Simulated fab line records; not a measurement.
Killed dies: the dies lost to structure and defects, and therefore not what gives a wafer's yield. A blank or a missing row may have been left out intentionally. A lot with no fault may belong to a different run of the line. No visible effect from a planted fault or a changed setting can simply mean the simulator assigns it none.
A lot that was struck, set against a sound lot || flow n5 finfet || 36 steps out of a route of 1938
Sound: the wafers L759.1, L759.3, L759.5. The struck wafers were L765.1, L765.3, L765.6. The cause is named last.
At each step with rows: each side's tool, then ch and its chambers, then its first start. Under that, the readings that differ: sound wafers || struck wafers || difference of the means || sigmas: that difference in standard deviations of wafers without a fault.
alike: words and numbers the same on both sides, and readings whose means are apart by under 2 such deviations; not compared: readings that were withheld, readings missing a value for some wafer, numbers with overlapping values and no deviation given by the record, and bounds like >300 which may hide the same value.
Wherever a step has rows on one side only, a row that says differs or no value, or a row with sigmas, the two part there. Non-overlapping numbers with no deviation appear without sigmas and do not part them. A reading that every wafer of one side lacks parts them only if that side has two wafers or more.

first, 9 steps without rows for these wafers: N5_BEOL_M4_ANNEAL_95 (time 240 s); N5_BEOL_M4_SPUTTER_96 (material Cu, target thk 4.5 nm, time 8.29 s); N5_BEOL_M4_ECD_50 (material Cu, target thk 300 nm); N5_BEOL_M4_ANNEAL_51 (time 90 s); N5_BEOL_M4_CMP_52 (polishes, stops on SiOC, t overpolish 6.8 s, target thk 40 nm); N5_BEOL_M4_PRE_CLEAN_60 (time 15 s); N5_BEOL_M4_CO_CAP_55 (material Co, precursor CCTBA/H2, target thk 2 nm, time 102.1 s); N5_BEOL_M4_PRE_CLEAN_56 (time 15 s); N5_BEOL_M4_DEP_57 (deposits SiCN from 3MS/NH3, target thk 8 nm, time 14 s).
N5_BEOL_M4_RC_MEAS_101:
  sound on prober-02 ch 0, day 8 17:15; struck on prober-02 ch 0, day 10 07:34
  alike: DIBL_N, DIBL_P, IOFF_N, IOFF_P, ION_N, ION_P, SS_N, SS_P, VT_N, VT_P
then, 24 steps without rows for these wafers: N5_BEOL_M5_ILD_DEP_00 (deposits SiCOH lowk from DEMS/porogen, target thk 140.64 nm, time 25.9 s); N5_BEOL_M5_CURE_79 (cures SiCOH lowk, time 240 s); N5_BEOL_M5_PECVD_70 (deposits SiO2 from TEOS/O2, target thk 16 nm, time 18 s); N5_BEOL_M5_HM_DEP_02 (deposits TiN, target thk 20 nm); N5_BEOL_M5_COAT_59 (time 60 s, resist thk 60 nm); N5_BEOL_M5_COAT_60 (time 60 s, resist thk 12 nm); N5_BEOL_M5_COAT_71 (time 60 s, resist thk 5 nm); N5_BEOL_M5_COAT_05 (resist thk 30 nm); N5_BEOL_M5_EBR_07; N5_BEOL_M5_SOFTBAKE_06 (time 60 s); N5_BEOL_M5_EXPOSE_08 (exposes mask M5, target cd 28 nm); N5_BEOL_M5_PEB_09 (peb time 60 s); N5_BEOL_M5_DEVELOP_10 (develop time 30 s); N5_BEOL_M5_DESCUM_16 (chemistry O2, time 7 s); N5_BEOL_M5_ETCH_72 (etches underlayer in N2/H2, target depth 6.5 nm, time 5.2 s); N5_BEOL_M5_ETCH_61 (etches SiARC in CF4, target depth 15.6 nm, time 26 s); N5_BEOL_M5_ETCH_62 (etches SOC in N2/H2, target depth 75 nm, overetch 15 nm, time 112.5 s); N5_BEOL_M5_STRIP_63 (strips in N2/H2); N5_BEOL_M5_STRIP_73 (strips in N2/H2); N5_BEOL_M5_STRIP_64 (strips in CF4); N5_BEOL_M5_HM_OPEN_17 (chemistry Cl2/BCl3, target TiN, target depth 20 nm, overetch 6 nm); N5_BEOL_M5_STRIP_19 (strips in O2); N5_BEOL_M5_COAT_65 (time 60 s, resist thk 60 nm); N5_BEOL_M5_COAT_66 (time 60 s, resist thk 12 nm).
N5_BEOL_M5_VIA_ETCH_34: etches SiCOH lowk in C4F6/O2, target depth 88.3 nm, time 39.2 s.
  sound on rie diel-05 ch 0,1,2, day 8 23:23; struck on rie diel-01 ch 0,1,2, day 10 12:56
{"reading": "model.etch.depth nm (nm)", "sound": "86.45 87.25 88.71", "struck": "67.69 65.24 66.31", "difference": -21.06, "sigmas": ""}
{"reading": "model.SOC_of_BEOL_M5_COAT_65.thk nm (nm)", "sound": "55.8 55.8 55.8", "struck": "57 57 57", "difference": "+1", "sigmas": ""}
  alike: O2_flow_sccm, drypump motor current A, mfc ar sccm, oes product au, rf vpp V, showerhead plenum p Torr, throttle valve pct
  not compared: rf hours counter h
-- the record jumps here: 5 days lie between the struck wafers' starts before and after (it left off in module BEOL_M5 and takes up again in module PASSIVATION, whose first step shown is number 1936 of the route) --
N5_PASSIVATION_PROBE_49:
  the record has rows for the struck wafers here (prober-02, day 15 07:06) and none for the sound ones

== WHERE THEY PART ==
N5_PASSIVATION_PROBE_49 only, going by this record.

WHY: what the simulator had put in
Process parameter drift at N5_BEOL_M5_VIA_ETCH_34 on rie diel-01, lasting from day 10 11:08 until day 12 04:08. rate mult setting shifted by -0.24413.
